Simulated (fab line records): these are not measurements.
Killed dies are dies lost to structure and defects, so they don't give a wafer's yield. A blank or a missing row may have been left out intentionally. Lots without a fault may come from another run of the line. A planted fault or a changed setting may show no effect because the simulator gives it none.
Matching of chambers :: flow n5_finfet :: N5_BEOL_M3_PRE_CLEAN_60 on cvd_co-01: 3 sister chambers
The step time 15 s. 16 wafers are shown with their chamber, then 8 later ones without.

EACH WAFER AND ITS CHAMBER
wafer: L138.3
chamber: 1
heater_power_w (W): 60

wafer: L138.5
chamber: 0
heater_power_w (W): 95

wafer: L138.6
chamber: 1
heater_power_w (W): 59

wafer: L139.3
chamber: 0
heater_power_w (W): 92

wafer: L139.4
chamber: 1
heater_power_w (W): 58

wafer: L139.5
chamber: 2
heater_power_w (W): 75

wafer: L140.2
chamber: 2
heater_power_w (W): 75

wafer: L140.4
chamber: 2
heater_power_w (W): 76

wafer: L140.5
chamber: 1
heater_power_w (W): 60

wafer: L142.4
chamber: 2
heater_power_w (W): 76

wafer: L142.5
chamber: 1
heater_power_w (W): 58

wafer: L142.6
chamber: 0
heater_power_w (W): 94

wafer: L153.1
chamber: 0
heater_power_w (W): 94

wafer: L153.3
chamber: 1
heater_power_w (W): 58

wafer: L153.4
chamber: 0
heater_power_w (W): 94

wafer: L155.1
chamber: 2
heater_power_w (W): 75

SIGNATURES, as means of the wafers listed above
reading: heater_power_w
chamber 0: 93.80
chamber 1: 58.83
chamber 2: 75.40
scatter within a chamber: 0.913
Rule: a wafer lies at a distance from a chamber equal to the root of the sum of squares, over the readings, of (its reading less the chamber's mean, divided by the reading's scatter). If the next closest chamber is less than 2 further off than the closest, the wafer can't be placed; otherwise it belongs to the closest. How the scatter is found: for the shown wafers, subtract from each reading the mean of its chamber, square and add these, divide the total by (wafers less chambers), then take the root.

WAFERS WITHOUT THEIR CHAMBER
wafer: L155.2
heater_power_w (W): 61

wafer: L155.3
heater_power_w (W): 96

wafer: L158.1
heater_power_w (W): 74

wafer: L158.2
heater_power_w (W): 59

wafer: L158.6
heater_power_w (W): 94

wafer: L159.2
heater_power_w (W): 77

wafer: L159.3
heater_power_w (W): 94

wafer: L159.5
heater_power_w (W): 60

WHICH CHAMBER EACH WENT THROUGH
wafer: L155.2
from the rows above: 1
in truth: 1

wafer: L155.3
from the rows above: 0
in truth: 0

wafer: L158.1
from the rows above: 2
in truth: 2

wafer: L158.2
from the rows above: 1
in truth: 1

wafer: L158.6
from the rows above: 0
in truth: 0

wafer: L159.2
from the rows above: 2
in truth: 2

wafer: L159.3
from the rows above: 0
in truth: 0

wafer: L159.5
from the rows above: 1
in truth: 1
Placed correctly: 8 of 8. Left unplaced by these rows: 0. Number placed wrongly: 0.
